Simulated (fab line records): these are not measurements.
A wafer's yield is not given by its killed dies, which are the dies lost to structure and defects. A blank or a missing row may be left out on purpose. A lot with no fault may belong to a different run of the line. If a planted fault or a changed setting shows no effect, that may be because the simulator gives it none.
Split-lot trial / flow n5-finfet / on a route of 1938 steps: 7 lots, 39 wafers read

== ON THE SPLIT ==
At N5_BEOL_M5_ILD_DEP_00 (deposits SiCOH lowk from DEMS/porogen, target thk 140.64 nm, time 25.9 s), the setting time-s was moved away from the recipe's 25.9 s on 18 of the 39 wafers read, by -54.7% to +51.5%. For the rest of the wafers, this setting stayed at what the recipe calls for.

== SPLIT TO READING: what lies between them in the file, 1 step ==
- N5_BEOL_M5_CURE_79: cures SiCOH lowk, time 240 s

== THE READING ==
M5_ILD_THK (nm), taken at N5_BEOL_M5_THK_MEAS_01. Fault-free wafers of this fab line usually give 121.0 nm, standard deviation 1.8 nm.

wafer=L077.1; tool, chamber at the split=pecvd-03, 0; time-s as run, s=12.58; against the recipe=-51.4%; M5_ILD_THK, nm=58.0; against lot-mates on the recipe=-61.8
wafer=L077.2; tool, chamber at the split=pecvd-03, 1; time-s as run, s=12.58; against the recipe=-51.4%; M5_ILD_THK, nm=58.4; against lot-mates on the recipe=-61.4
wafer=L077.3; tool, chamber at the split=pecvd-03, 2; time-s as run, s=25.9; against the recipe=recipe; M5_ILD_THK, nm=118.8; against lot-mates on the recipe=-
wafer=L077.4; tool, chamber at the split=pecvd-03, 2; time-s as run, s=12.58; against the recipe=-51.4%; M5_ILD_THK, nm=59.2; against lot-mates on the recipe=-60.6
wafer=L077.5; tool, chamber at the split=pecvd-03, 0; time-s as run, s=25.9; against the recipe=recipe; M5_ILD_THK, nm=120.6; against lot-mates on the recipe=-
wafer=L077.6; tool, chamber at the split=pecvd-03, 1; time-s as run, s=25.9; against the recipe=recipe; M5_ILD_THK, nm=119.9; against lot-mates on the recipe=-
wafer=L076.1; tool, chamber at the split=pecvd-03, 0; time-s as run, s=11.99; against the recipe=-53.7%; M5_ILD_THK, nm=58.7; against lot-mates on the recipe=-63.3
wafer=L076.2; tool, chamber at the split=pecvd-03, 2; time-s as run, s=25.9; against the recipe=recipe; M5_ILD_THK, nm=120.6; against lot-mates on the recipe=-
wafer=L076.3; tool, chamber at the split=pecvd-03, 1; time-s as run, s=25.9; against the recipe=recipe; M5_ILD_THK, nm=121.6; against lot-mates on the recipe=-
wafer=L076.4; tool, chamber at the split=pecvd-03, 2,1; time-s as run, s=11.99; against the recipe=-53.7%; M5_ILD_THK, nm=59.4; against lot-mates on the recipe=-62.6
wafer=L076.5; tool, chamber at the split=pecvd-03, 0; time-s as run, s=25.9; against the recipe=recipe; M5_ILD_THK, nm=123.7; against lot-mates on the recipe=-
wafer=L076.6; tool, chamber at the split=pecvd-03, 2,1; time-s as run, s=11.99; against the recipe=-53.7%; M5_ILD_THK, nm=59.4; against lot-mates on the recipe=-62.6
wafer=L079.1; tool, chamber at the split=pecvd-02, 0; time-s as run, s=25.9; against the recipe=recipe; M5_ILD_THK, nm=117.9; against lot-mates on the recipe=-
wafer=L079.2; tool, chamber at the split=pecvd-02, 1; time-s as run, s=39.24; against the recipe=+51.5%; M5_ILD_THK, nm=184.3; against lot-mates on the recipe=+63.2
wafer=L079.3; tool, chamber at the split=pecvd-02, 2; time-s as run, s=39.24; against the recipe=+51.5%; M5_ILD_THK, nm=180.9; against lot-mates on the recipe=+59.8
wafer=L079.4; tool, chamber at the split=pecvd-02, 0; time-s as run, s=39.24; against the recipe=+51.5%; M5_ILD_THK, nm=182.9; against lot-mates on the recipe=+61.8
wafer=L079.5; tool, chamber at the split=pecvd-02, 2; time-s as run, s=25.9; against the recipe=recipe; M5_ILD_THK, nm=122.3; against lot-mates on the recipe=-
wafer=L079.6; tool, chamber at the split=pecvd-02, 1; time-s as run, s=25.9; against the recipe=recipe; M5_ILD_THK, nm=123.0; against lot-mates on the recipe=-
wafer=L078.1; tool, chamber at the split=pecvd-02, 2; time-s as run, s=11.73; against the recipe=-54.7%; M5_ILD_THK, nm=58.7; against lot-mates on the recipe=-64.2
wafer=L078.2; tool, chamber at the split=pecvd-02, 1,2; time-s as run, s=25.9; against the recipe=recipe; M5_ILD_THK, nm=123.3; against lot-mates on the recipe=-
wafer=L078.3; tool, chamber at the split=pecvd-02, 0; time-s as run, s=11.73; against the recipe=-54.7%; M5_ILD_THK, nm=55.6; against lot-mates on the recipe=-67.3
wafer=L078.4; tool, chamber at the split=pecvd-02, 0; time-s as run, s=25.9; against the recipe=recipe; M5_ILD_THK, nm=122.3; against lot-mates on the recipe=-
wafer=L078.5; tool, chamber at the split=pecvd-02, 1,2; time-s as run, s=25.9; against the recipe=recipe; M5_ILD_THK, nm=123.2; against lot-mates on the recipe=-
wafer=L078.6; tool, chamber at the split=pecvd-02, 1; time-s as run, s=11.73; against the recipe=-54.7%; M5_ILD_THK, nm=59.6; against lot-mates on the recipe=-63.3
wafer=L082.1; tool, chamber at the split=pecvd-02, 0; time-s as run, s=25.9; against the recipe=recipe; M5_ILD_THK, nm=120.7; against lot-mates on the recipe=-
wafer=L082.4; tool, chamber at the split=pecvd-02, 0,2; time-s as run, s=25.9; against the recipe=recipe; M5_ILD_THK, nm=122.1; against lot-mates on the recipe=-
wafer=L082.6; tool, chamber at the split=pecvd-02, 0,2; time-s as run, s=25.9; against the recipe=recipe; M5_ILD_THK, nm=122.2; against lot-mates on the recipe=-
wafer=L087.1; tool, chamber at the split=pecvd-03, 2; time-s as run, s=38.18; against the recipe=+47.4%; M5_ILD_THK, nm=173.9; against lot-mates on the recipe=+52.9
wafer=L087.2; tool, chamber at the split=pecvd-03, 0; time-s as run, s=38.18; against the recipe=+47.4%; M5_ILD_THK, nm=176.3; against lot-mates on the recipe=+55.3
wafer=L087.3; tool, chamber at the split=pecvd-03, 1; time-s as run, s=25.9; against the recipe=recipe; M5_ILD_THK, nm=120.8; against lot-mates on the recipe=-
wafer=L087.4; tool, chamber at the split=pecvd-03, 2; time-s as run, s=25.9; against the recipe=recipe; M5_ILD_THK, nm=120.0; against lot-mates on the recipe=-
wafer=L087.5; tool, chamber at the split=pecvd-03, 0; time-s as run, s=38.18; against the recipe=+47.4%; M5_ILD_THK, nm=177.2; against lot-mates on the recipe=+56.2
wafer=L087.6; tool, chamber at the split=pecvd-03, 1; time-s as run, s=25.9; against the recipe=recipe; M5_ILD_THK, nm=122.2; against lot-mates on the recipe=-
wafer=L096.1; tool, chamber at the split=pecvd-03, 1; time-s as run, s=18.42; against the recipe=-28.9%; M5_ILD_THK, nm=86.4; against lot-mates on the recipe=-34.4
wafer=L096.2; tool, chamber at the split=pecvd-03, 0; time-s as run, s=25.9; against the recipe=recipe; M5_ILD_THK, nm=120.2; against lot-mates on the recipe=-
wafer=L096.3; tool, chamber at the split=pecvd-03, 2; time-s as run, s=18.42; against the recipe=-28.9%; M5_ILD_THK, nm=83.9; against lot-mates on the recipe=-36.9
wafer=L096.4; tool, chamber at the split=pecvd-03, 1; time-s as run, s=25.9; against the recipe=recipe; M5_ILD_THK, nm=121.0; against lot-mates on the recipe=-
wafer=L096.5; tool, chamber at the split=pecvd-03, 0; time-s as run, s=25.9; against the recipe=recipe; M5_ILD_THK, nm=121.2; against lot-mates on the recipe=-
wafer=L096.6; tool, chamber at the split=pecvd-03, 2; time-s as run, s=18.42; against the recipe=-28.9%; M5_ILD_THK, nm=84.6; against lot-mates on the recipe=-36.2
Rows listing several chambers each stand for several wafers; the file does not say which wafer went through which chamber.

THE FIT
A straight line over all 39 wafers: M5_ILD_THK changes by +1.18 nm for each +1% of time-s; r = +1.00; the points scatter about the line by 1.7 nm.
The same after taking each lot's own level away (the mean of its wafers on the recipe; 39 wafers): +1.18 nm for each +1%; r = +1.00; scatter 1.4 nm.
Per that fit: largest time-s move, reading shift of 65 nm.
The span of the lots' own levels, 119.77 to 122.93 nm, comes to 1.8 times the standard deviation stated above.
Consequently the slope shifts little with the lot-to-lot level, the two slopes agreeing.
Check: with one of the wafers moved furthest among these (-54.7%) left out of the fit, the line predicts -65 nm for it against its lot-mates. It came out at -64.2 nm against them.

== FURTHER SPLITS ON THESE WAFERS ==
Other splits were also applied to these wafers ahead of the reading. Each is held against what the fit with the lots' levels taken away leaves over:
other split on the same wafers=N5_HKMG_FIN_ALD_71 ald-cycles; wafers away from the commonest value=9; r with M5_ILD_THK (lot level and that fit taken away)=+0.04
other split on the same wafers=N5_BEOL_M0_SAQP_HM_DEP_111 target-thk-a; wafers away from the commonest value=15; r with M5_ILD_THK (lot level and that fit taken away)=+0.18
other split on the same wafers=N5_BEOL_M2_ALD_98 ald-cycles; wafers away from the commonest value=15; r with M5_ILD_THK (lot level and that fit taken away)=-0.36

== THE WHOLE CHAIN: every reading that the file lists as answering this split, in the file's order ==
step=N5_BEOL_M5_ILD_DEP_00; what it does=deposits SiCOH lowk from DEMS/porogen, target thk 140.64 nm, time 25.9 s; reading=SiCOH_lowk_of_BEOL_M5_ILD_DEP_00.thk-nm (the simulator's own value, which no gauge read); change (the file's fit)=+1.37 nm for each +1% of the setting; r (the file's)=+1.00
step=N5_BEOL_M5_CURE_79; what it does=cures SiCOH lowk, time 240 s; reading=SiCOH_lowk_of_BEOL_M5_ILD_DEP_00.thk-nm (the simulator's own value, which no gauge read); change (the file's fit)=+1.18 nm for each +1% of the setting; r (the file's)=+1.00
step=N5_BEOL_M5_THK_MEAS_01; what it does=; reading=M5_ILD_THK; change (the file's fit)=+1.18 for each +1% of the setting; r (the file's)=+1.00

== FILE'S OWN FIT ==
M5_ILD_THK changes by +1.18 nm for each +1% of time-s, r = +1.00.
